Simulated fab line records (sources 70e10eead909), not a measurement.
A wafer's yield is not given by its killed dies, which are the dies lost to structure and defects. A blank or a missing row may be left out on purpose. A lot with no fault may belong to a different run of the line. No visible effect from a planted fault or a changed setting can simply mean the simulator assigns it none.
Chamber matching || flow nand harc || NHARC_A_STAIRCASE_DESCUM_270 on rie diel-02: 4 sister chambers
The step chemistry O2, time 3 s. 20 wafers are shown with their chamber, then 10 later ones without.

WAFERS, EACH WITH ITS CHAMBER
{"wafer": "L079.1", "chamber": 2, "showerhead plenum p Torr (Torr)": 1.80, "drypump motor current A (A)": 5.4, "oes product au (a.u.)": 0.988}
{"wafer": "L079.4", "chamber": 1, "showerhead plenum p Torr (Torr)": 1.84, "drypump motor current A (A)": 5.7, "oes product au (a.u.)": 0.998}
{"wafer": "L079.5", "chamber": 2, "showerhead plenum p Torr (Torr)": 1.80, "drypump motor current A (A)": 5.4, "oes product au (a.u.)": 0.987}
{"wafer": "L080.3", "chamber": 1, "showerhead plenum p Torr (Torr)": 1.84, "drypump motor current A (A)": 5.7, "oes product au (a.u.)": 0.989}
{"wafer": "L080.4", "chamber": 3, "showerhead plenum p Torr (Torr)": 1.89, "drypump motor current A (A)": 5.4, "oes product au (a.u.)": 0.989}
{"wafer": "L080.5", "chamber": 3, "showerhead plenum p Torr (Torr)": 1.89, "drypump motor current A (A)": 5.4, "oes product au (a.u.)": 0.991}
{"wafer": "L081.2", "chamber": 1, "showerhead plenum p Torr (Torr)": 1.84, "drypump motor current A (A)": 5.7, "oes product au (a.u.)": 0.986}
{"wafer": "L081.5", "chamber": 1, "showerhead plenum p Torr (Torr)": 1.84, "drypump motor current A (A)": 5.6, "oes product au (a.u.)": 0.995}
{"wafer": "L081.6", "chamber": 0, "showerhead plenum p Torr (Torr)": 2.07, "drypump motor current A (A)": 4.9, "oes product au (a.u.)": 1.001}
{"wafer": "L085.1", "chamber": 3, "showerhead plenum p Torr (Torr)": 1.88, "drypump motor current A (A)": 5.4, "oes product au (a.u.)": 0.995}
{"wafer": "L085.2", "chamber": 2, "showerhead plenum p Torr (Torr)": 1.79, "drypump motor current A (A)": 5.4, "oes product au (a.u.)": 0.975}
{"wafer": "L085.5", "chamber": 2, "showerhead plenum p Torr (Torr)": 1.79, "drypump motor current A (A)": 5.4, "oes product au (a.u.)": 0.974}
{"wafer": "L089.2", "chamber": 0, "showerhead plenum p Torr (Torr)": 2.06, "drypump motor current A (A)": 4.9, "oes product au (a.u.)": 0.996}
{"wafer": "L089.3", "chamber": 3, "showerhead plenum p Torr (Torr)": 1.88, "drypump motor current A (A)": 5.3, "oes product au (a.u.)": 0.999}
{"wafer": "L089.4", "chamber": 2, "showerhead plenum p Torr (Torr)": 1.79, "drypump motor current A (A)": 5.5, "oes product au (a.u.)": 0.975}
{"wafer": "L091.2", "chamber": 0, "showerhead plenum p Torr (Torr)": 2.06, "drypump motor current A (A)": 4.9, "oes product au (a.u.)": 1.005}
{"wafer": "L091.4", "chamber": 2, "showerhead plenum p Torr (Torr)": 1.79, "drypump motor current A (A)": 5.4, "oes product au (a.u.)": 0.997}
{"wafer": "L091.5", "chamber": 3, "showerhead plenum p Torr (Torr)": 1.88, "drypump motor current A (A)": 5.3, "oes product au (a.u.)": 0.999}
{"wafer": "L092.1", "chamber": 3, "showerhead plenum p Torr (Torr)": 1.88, "drypump motor current A (A)": 5.4, "oes product au (a.u.)": 0.991}
{"wafer": "L092.3", "chamber": 0, "showerhead plenum p Torr (Torr)": 2.06, "drypump motor current A (A)": 4.9, "oes product au (a.u.)": 0.995}

SIGNATURES (means of the wafers above)
{"reading": "showerhead plenum p Torr", "chamber 0": 2.0625, "chamber 1": 1.8400, "chamber 2": 1.7933, "chamber 3": 1.8833, "scatter within a chamber": 0.00462}
{"reading": "drypump motor current A", "chamber 0": 4.900, "chamber 1": 5.675, "chamber 2": 5.417, "chamber 3": 5.367, "scatter within a chamber": 0.0427}
{"reading": "oes product au", "chamber 0": 0.99925, "chamber 1": 0.99200, "chamber 2": 0.98267, "chamber 3": 0.99400, "scatter within a chamber": 0.00659}
Rule: a wafer's distance from a chamber is the root of the sum, over the readings, of the square of ((its reading less the chamber's mean) divided by the reading's scatter). If the next closest chamber is less than 2 further off than the closest, the wafer can't be placed; otherwise it belongs to the closest. How the scatter is found: for the shown wafers, subtract from each reading the mean of its chamber, square and add these, divide the total by (wafers less chambers), then take the root.

WAFERS WHOSE CHAMBER IS MISSING
{"wafer": "L092.6", "showerhead plenum p Torr (Torr)": 1.79, "drypump motor current A (A)": 5.4, "oes product au (a.u.)": 0.995}
{"wafer": "L094.1", "showerhead plenum p Torr (Torr)": 1.78, "drypump motor current A (A)": 5.4, "oes product au (a.u.)": 1.000}
{"wafer": "L094.2", "showerhead plenum p Torr (Torr)": 2.06, "drypump motor current A (A)": 4.9, "oes product au (a.u.)": 1.011}
{"wafer": "L094.4", "showerhead plenum p Torr (Torr)": 1.83, "drypump motor current A (A)": 5.7, "oes product au (a.u.)": 1.004}
{"wafer": "L093.1", "showerhead plenum p Torr (Torr)": 2.06, "drypump motor current A (A)": 4.9, "oes product au (a.u.)": 1.002}
{"wafer": "L093.4", "showerhead plenum p Torr (Torr)": 1.78, "drypump motor current A (A)": 5.4, "oes product au (a.u.)": 1.006}
{"wafer": "L093.6", "showerhead plenum p Torr (Torr)": 1.78, "drypump motor current A (A)": 5.4, "oes product au (a.u.)": 0.999}
{"wafer": "L097.1", "showerhead plenum p Torr (Torr)": 1.78, "drypump motor current A (A)": 5.4, "oes product au (a.u.)": 0.994}
{"wafer": "L097.4", "showerhead plenum p Torr (Torr)": 1.83, "drypump motor current A (A)": 5.7, "oes product au (a.u.)": 0.994}
{"wafer": "L097.5", "showerhead plenum p Torr (Torr)": 2.06, "drypump motor current A (A)": 4.9, "oes product au (a.u.)": 1.012}

WHICH CHAMBER EACH WENT THROUGH
{"wafer": "L092.6", "from the rows above": 2, "in truth": 2}
{"wafer": "L094.1", "from the rows above": 2, "in truth": 2}
{"wafer": "L094.2", "from the rows above": 0, "in truth": 0}
{"wafer": "L094.4", "from the rows above": 1, "in truth": 1}
{"wafer": "L093.1", "from the rows above": 0, "in truth": 0}
{"wafer": "L093.4", "from the rows above": 2, "in truth": 2}
{"wafer": "L093.6", "from the rows above": 2, "in truth": 2}
{"wafer": "L097.1", "from the rows above": 2, "in truth": 2}
{"wafer": "L097.4", "from the rows above": 1, "in truth": 1}
{"wafer": "L097.5", "from the rows above": 0, "in truth": 0}
10 of 10 placed correctly. From these rows, 0 cannot be placed. 0 placed wrongly.
